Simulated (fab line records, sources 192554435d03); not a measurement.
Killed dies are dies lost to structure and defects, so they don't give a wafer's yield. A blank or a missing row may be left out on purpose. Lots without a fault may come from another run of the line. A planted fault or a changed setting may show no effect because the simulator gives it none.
fab line records | flow n5_finfet
record lots=7 wafers=39
route steps=1938 shown FIN_CUT@173 DUMMY_GATE@220
start_h: hours from the record's first day to the start of the lot's first wafer shown | wait_h: hours since the lot's step before | " the same as in the row above | L1.1+2: a row that stands for several wafers | - no value, or no start given | * or withheld: withheld | < > ~ a bound
route shown NAME@n: a module of which the file shows steps, and the number in the route of the first | usual: mean/standard deviation of fault-free wafers | same: alike in all rows | chamber/n: place in a boat | sites: the reading at each site | _std_site: their standard deviation | _edge_site: outer sites' mean less inner sites' | radius_mm: how far each site lies from the wafer's centre | mask NAME#n: copy n | behind: the tool/chamber that last shaped the wafer | hold: why the lot was held/for how many hours/how that ended | device: the transistor (n, p or np) that didn't switch | end of line: the same wafers' tests at the end of the route | a step without rows: its recipe alone | killed: dies lost to structure and defects at the first sort, not the wafer's yield | map: a wafer's dies, x killed, . not, _ none there
set.NAME: the setting as run; set.NAME@STEP: as run at that earlier step | model.NAME: the simulator's own value behind a step, which no gauge read
lots whose settings were changed on purpose; a table a step, a row a wafer
## steps
# step N5_FIN_CUT_CUT_ETCH_26
# recipe chemistry=CH3F/O2 target=SiNx target_depth_a=390 mask_material=SOC time_s=55.7 pressure_mtorr=30 source_w=395 bias_w=73 Ar_flow_sccm=150 CH3F_flow_sccm=30 O2_flow_sccm=20 ion_energy_ev=120
# columns lot.wafer tool chamber start_h wait_h set.target_depth_a model.etch.depth_nm
L075.1 rie_diel-04 3 32.52 0.0 426.5 42.68
L075.2 " 0 " " 426.5 42.45
L075.3 " 2 " " 390 38.35
L075.4 " 1 " " 390 37.28
L075.5 " 1 " " 390 37.45
L075.6 " 2 " " 426.5 41.77
L079.1 rie_diel-06 0 58.69 0.0 409.9 40.85
L079.2 " 1 " " 390 39.88
L079.3 " 3 " " 390 38.58
L079.4 " 2 " " 409.9 41.28
L079.5 " 3 " " 409.9 40.68
L079.6 " 2 " " 390 39.43
L081.1 rie_diel-02 1 70.01 0.0 390 39.58
L081.2 " 3 " " 390 39.29
L081.3 " 0 " " 390 38.25
L081.4 " 2 " " 390 39.5
L081.5 " 2 " " 390 39.13
L081.6 " 1 " " 390 39.97
L087.1 rie_diel-06 2 106.59 0.0 390 39.07
L087.2 " 0 " " 354.3 35.34
L087.3 " 3 " " 354.3 35.03
L087.4 " 1 " " 390 39.9
L087.5 " 0 " " 354.3 35.85
L087.6 " 1 " " 390 39.72
L089.3 rie_diel-06 3 118.19 0.0 390 38.34
L089.4 " 1 " " 390 39.94
L089.6 " 1 " " 390 40.2
L091.1 rie_diel-02 0 131.45 0.0 344.9 33.66
L091.2 " 1 " " 344.9 34.77
L091.3 " 3 " " 344.9 34.81
L091.4 " 0 " " 390 37.78
L091.5 " 3 " " 390 39.34
L091.6 " 1 " " 390 39.52
L097.1 rie_diel-02 1 166.92 0.0 390 39.99
L097.2 " 3 " " 371.7 37.96
L097.3 " 2 " " 371.7 37.87
L097.4 " 0 " " 390 38.15
L097.5 " 2 " " 371.7 38.16
L097.6 " 1 " " 390 39.74
# step N5_DUMMY_GATE_HM_DEP_06
# recipe material=SiNx target_thk_a=800 precursor=DCS/NH3 temp_c=700 pressure_mtorr=300 time_s=5141
# columns lot.wafer tool chamber start_h wait_h set.target_thk_a model.SiNx_of_DUMMY_GATE_HM_DEP_06.thk_nm
L075.1+3+5 - - - 0.0 686.7 67.4
L075.2 " - " " 686.7 67
L075.4 " - " " 686.7 67.6
L075.6 " - " " 686.7 68.2
L079.1 - - - 0.0 800 78.6
L079.2 " - " " 800 80
L079.3 " - " " 800 79.6
L079.4 " - " " 800 79.2
L079.5 " - " " 800 79.8
L079.6 " - " " 800 79
L081.1+6 - - - 0.0 860 87.4
L081.2+3 " - " " 860 87
L081.4+5 " - " " 860 87.2
L087.1+2 - - - 0.0 800 80.2
L087.3+5+6 " - " " 800 80.6
L087.4 " - " " 800 80.4
L089.3+6 lpcvd-01 1/50,1/64 131.66 0.0 800 79.4
L089.4 " 1/54 " " 800 79.6
L091.1 - - - 0.0 734.4 71.8
L091.2+6 " - " " 734.4 72.6
L091.3+4 " - " " 734.4 72
L091.5 " - " " 734.4 71.6
L097.1 - - - 0.0 847 83.2
L097.2+4 " - " " 847 83.8
L097.3 " - " " 847 84.2
L097.5 " - " " 847 83.4
L097.6 " - " " 847 84
# step N5_DUMMY_GATE_ETCH_37
# recipe chemistry=N2/H2 target=SOC target_depth_a=600 overetch_a=300 temp_c=40 ion_energy_ev=200 pressure_mtorr=30 source_w=840 bias_w=150 n2_flow_sccm=200 h2_flow_sccm=200
# usual rf_vpp_V=524.5/2.4
# columns lot.wafer tool chamber start_h wait_h set.source_w rf_vpp_V
L075.1 rie_diel-02 1 54.19 0.0 840 524.2
L075.2 " 0 " " 840 523.8
L075.3 " 3 " " 840 528.2
L075.4 " 2 " " 840 520.9
L075.5 " 1 " " 840 522.8
L075.6 " 2 " " 840 524.2
L079.1 rie_diel-02 1 79.97 0.0 840 523.9
L079.2 " 0 " " 840 524.6
L079.3 " 2 " " 840 523.8
L079.4 " 3 " " 840 528.8
L079.5 " 1 " " 840 522.3
L079.6 " 0 " " 840 523.3
L081.1 rie_diel-04 2 88.17 0.0 840 521.1
L081.2 " 3 " " 751.9 546.4
L081.3 " 1 " " 751.9 542.8
L081.4 " 0 " " 840 521.7
L081.5 " 3 " " 840 526.5
L081.6 " 0 " " 751.9 542.4
L087.1 rie_diel-06 3 124.90 0.0 840 528.4
L087.2 " 1 " " 840 521.1
L087.3 " 0 " " 840 526.8
L087.4 " 2 " " 840 523.9
L087.5 " 3 " " 840 528.6
L087.6 " 0 " " 840 527.8
L089.3 rie_diel-04 2 136.32 0.0 840 521.0
L089.4 " 3 " " 840 525.9
L089.6 " 1 " " 840 522.6
L091.1 rie_diel-06 0 149.70 0.0 780.2 538.6
L091.2 " 2 " " 840 523.5
L091.3 " 3 " " 780.2 541.3
L091.4 " 2 " " 840 524.1
L091.5 " 0 " " 840 527.1
L091.6 " 3 " " 780.2 540.2
L097.1 rie_diel-04 2 186.09 0.0 840 521.4
L097.2 " 3 " " 840 526.1
L097.3 " 1 " " 966 499.1
L097.4 " 0 " " 840 522.6
L097.5 " 3 " " 966 503.8
L097.6 " 2 " " 966 497.6
## key
split step=N5_FIN_CUT_CUT_ETCH_26 setting=target_depth_a stated=390 by=wafer
response step=N5_FIN_CUT_CUT_ETCH_26 reading=model.etch.depth_nm change=+0.417 per=1% r=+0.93
split step=N5_DUMMY_GATE_HM_DEP_06 setting=target_thk_a stated=800 by=lot
response step=N5_DUMMY_GATE_HM_DEP_06 reading=model.SiNx_of_DUMMY_GATE_HM_DEP_06.thk_nm change=+0.878 per=1% r=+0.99
split step=N5_DUMMY_GATE_ETCH_37 setting=source_w stated=840 by=wafer
response step=N5_DUMMY_GATE_ETCH_37 reading=rf_vpp_V change=-1.75 per=1% r=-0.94
